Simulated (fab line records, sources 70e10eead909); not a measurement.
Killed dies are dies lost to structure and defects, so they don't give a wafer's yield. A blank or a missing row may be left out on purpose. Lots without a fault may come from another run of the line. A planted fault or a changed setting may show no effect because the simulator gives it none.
Which tool did it? | flow nand_harc | 12 lots, 36 wafers sampled, at 6 steps of a route of 1302

WHAT THE GAUGES READ, wafer by wafer
NHARC_P_ZERO_WELL_CD_MEAS_37: target cd 720 nm.
lot  | measured     | on        | cd_nm (nm)
L531 | day 2 00:53  | cd_sem-01 | 718.3 717.8 716.7
L532 | day 2 10:06  | cd_sem-01 | 718.6 719.0 720.6
L533 | day 2 20:10  | cd_sem-03 | 720.2 718.2 722.4
L535 | day 3 16:00  | cd_sem-02 | 719.9 721.3 723.0
L536 | day 4 02:05  | cd_sem-02 | 719.4 720.7 722.1
L537 | day 4 14:40  | cd_sem-02 | - - -
L547 | day 8 16:18  | cd_sem-02 | 718.4 717.3 721.1
L549 | day 9 11:59  | cd_sem-03 | 721.2 719.0 722.7
L550 | day 9 22:12  | cd_sem-01 | 722.0 719.8 719.8
L551 | day 10 08:20 | cd_sem-03 | 722.3 718.3 718.4
L553 | day 11 04:14 | cd_sem-03 | 717.6 719.9 718.8
L554 | day 11 13:58 | cd_sem-01 | 721.5 720.7 722.7

NHARC_P_GATE_CD_MEAS_46: target cd 720 nm.
lot  | measured     | on        | cd_nm (nm)
L531 | day 5 18:17  | cd_sem-01 | 722.7 717.3 719.3
L532 | day 5 17:39  | cd_sem-02 | 720.1 717.1 720.9
L533 | day 6 13:44  | cd_sem-02 | 719.0 716.9 722.7
L535 | day 7 01:37  | cd_sem-02 | 718.2 717.1 717.8
L536 | day 7 10:44  | cd_sem-03 | 718.3 720.4 717.7
L547 | day 12 05:53 | cd_sem-03 | 719.6 720.7 717.8
L549 | day 13 01:06 | cd_sem-03 | 721.7 723.2 722.0
L550 | day 13 16:13 | cd_sem-01 | 720.9 719.4 718.7
L551 | day 13 21:14 | cd_sem-02 | 721.0 719.0 719.9
L553 | day 15 00:02 | cd_sem-01 | 722.1 721.2 720.2
L554 | day 15 00:47 | cd_sem-02 | 715.5 719.9 721.0

NHARC_END_SORT_01.
lot  | measured     | on        | killed_at_array | killed_at_other | killed_at_periphery | killed_dies | killed_open | killed_short
L537 | day 27 20:19 | prober-02 | 52 55 52        | 3 0 1           | 622 622 624         | 677 677 677 | 4 3 4       | 4 3 1

WHICH TOOL RAN EACH LOT (tool, then ch and the chambers of the sampled wafers, then the start)
lot  | NHARC_P_ZERO_WELL_ETCH_63        | NHARC_P_ZERO_WELL_EXPOSE_34       | NHARC_P_GATE_DEP_103
L531 | rie_si-05 ch 0,3, day 1 22:18    | krf_scanner-02 ch 0, day 2 00:43  | pecvd-01 ch 1,2, day 5 05:43
L532 | rie_si-01 ch 2,3, day 2 07:39    | krf_scanner-01 ch 0, day 2 09:56  | pecvd-02 ch 0,1,2, day 5 05:07
L533 | rie_si-04 ch 0,1,2, day 2 17:44  | krf_scanner-04 ch 0, day 2 20:01  | pecvd-02 ch 1,2, day 6 01:02
L535 | rie_si-04 ch 1,2,3, day 3 13:33  | krf_scanner-02 ch 0, day 3 15:51  | pecvd-03 ch 0,1, day 6 12:58
L536 | rie_si-04 ch 2,3, day 3 23:40    | krf_scanner-02 ch 0, day 4 01:56  | pecvd-02 ch 0,1,2, day 6 22:01
L537 | rie_si-04 ch 0,1,2, day 4 09:43  | krf_scanner-01 ch 0, day 4 14:31  | -
L547 | rie_si-01 ch 0,2, day 8 13:42    | krf_scanner-01 ch 0, day 8 16:08  | pecvd-03 ch 0,1, day 11 17:20
L549 | rie_si-05 ch 0,1,2, day 9 09:40  | krf_scanner-04 ch 0, day 9 11:49  | pecvd-02 ch 1,2, day 12 12:29
L550 | rie_si-05 ch 1,2,3, day 9 19:42  | krf_scanner-02 ch 0, day 9 22:03  | pecvd-03 ch 0,1,2, day 13 01:35
L551 | rie_si-04 ch 0,2,3, day 10 05:40 | krf_scanner-01 ch 0, day 10 08:11 | pecvd-02 ch 0,2, day 13 08:31
L553 | rie_si-01 ch 1,2,3, day 11 01:42 | krf_scanner-01 ch 0, day 11 04:05 | pecvd-02 ch 0,1,2, day 14 11:28
L554 | rie_si-01 ch 1,3, day 11 11:32   | krf_scanner-02 ch 0, day 11 13:49 | pecvd-03 ch 0,2, day 14 11:26
- NHARC_P_ZERO_WELL_ETCH_63: etches the open film in HBr/Cl2, target depth 120 nm, time 40.1 s.
- NHARC_P_ZERO_WELL_EXPOSE_34: exposes mask P PWELL, target cd 720 nm.
- NHARC_P_GATE_DEP_103: deposits SiON, target thk 30 nm.

WHAT THE TOOLS THEMSELVES READ (means of the sampled wafers that have a number; where no wafer has one, the mark that the record gives instead)
NHARC_P_ZERO_WELL_ETCH_63.
lot  | tool      | bias_w (W) | chamber_pressure_mTorr (mTorr) | drypump_motor_current_A (A) | oes_product_au (a.u.) | throttle_valve_pct (%)
L531 | rie_si-05 | 100.1      | 14.991                         | 5.5                         | 1.022                 | 26.408
L532 | rie_si-01 | 100.2      | 14.997                         | 5.5                         | 0.989                 | 26.402
L533 | rie_si-04 | 100.3      | 14.993                         | 5.5                         | 0.996                 | 26.405
L535 | rie_si-04 | 100.3      | 14.998                         | 5.8                         | 0.996                 | 26.409
L536 | rie_si-04 | 100.1      | 14.992                         | 5.8                         | 0.992                 | 26.407
L537 | rie_si-04 | 100.2      | 15.010                         | 5.5                         | 1.000                 | 26.410
L547 | rie_si-01 | 100.5      | 15.000                         | 5.8                         | 0.998                 | 26.407
L549 | rie_si-05 | 100.0      | 14.998                         | 5.5                         | 0.997                 | 26.407
L550 | rie_si-05 | 100.2      | 15.004                         | 5.6                         | 0.993                 | 26.408
L551 | rie_si-04 | 99.9       | 15.004                         | 5.5                         | 1.002                 | 26.406
L553 | rie_si-01 | 100.0      | 14.993                         | 5.8                         | 0.994                 | 26.406
L554 | rie_si-01 | 100.0      | 15.004                         | 6.0                         | 0.987                 | 26.412

NHARC_P_ZERO_WELL_EXPOSE_34.
lot  | tool           | focus_offset_nm (nm)
L531 | krf_scanner-02 | -0.5
L532 | krf_scanner-01 | 0.4
L533 | krf_scanner-04 | -0.2
L535 | krf_scanner-02 | 0.6
L536 | krf_scanner-02 | -0.3
L537 | krf_scanner-01 | 0.8
L547 | krf_scanner-01 | 0.0
L549 | krf_scanner-04 | 0.1
L550 | krf_scanner-02 | -0.1
L551 | krf_scanner-01 | -0.3
L553 | krf_scanner-01 | 0.0
L554 | krf_scanner-02 | 0.7

NHARC_P_GATE_DEP_103.
lot  | tool     | heater_power_w (W) | susceptor_temp_C (C)
L531 | pecvd-01 | 847                | 399.92
L532 | pecvd-02 | 714                | 399.94
L533 | pecvd-02 | 782                | 399.92
L535 | pecvd-03 | 867                | 400.17
L536 | pecvd-02 | 690                | 399.90
L547 | pecvd-03 | 778                | 400.28
L549 | pecvd-02 | 710                | 399.91
L550 | pecvd-03 | 755                | 399.84
L551 | pecvd-02 | 680                | 400.12
L553 | pecvd-02 | 697                | 400.03
L554 | pecvd-03 | 775                | 400.08

THE ANSWER, worked out from the rows above alone
Rule: what is usual is taken from the lots themselves. Put in order of their means at a reading, lots are off if they are a third of the lots or fewer, leave a main group of 4 or more, and stand apart from it by a gap of 3 or more times the standard deviation of the main group's means; of several such gaps the widest counts. A main group whose means are all the same, to the digits that the tables above print for the reading, isn't used. A lot without any number at a reading at which 4 lots or more have one is off too. The other lots that the step has rows for count as sound. The gauges are gone through in route order, then the tools' own readings, and for those a lot's mean is taken as printed above. The first step at which some lot is off is used, and at that step the reading that is off furthest; a lot without a number counts as furthest.
Off: L537, at NHARC_P_ZERO_WELL_CD_MEAS_37 (cd_nm). Without a number there: L537. The main group: mean 720.0 nm, standard deviation 1.2.
A tool fits if, at a process step before that reading, it ran every lot that is off, and no sound lot after the first of them. The gauges at NHARC_P_ZERO_WELL_CD_MEAS_37 are tried like those tools. None of those tried fits.

WHAT THE SIMULATOR HAD PUT IN
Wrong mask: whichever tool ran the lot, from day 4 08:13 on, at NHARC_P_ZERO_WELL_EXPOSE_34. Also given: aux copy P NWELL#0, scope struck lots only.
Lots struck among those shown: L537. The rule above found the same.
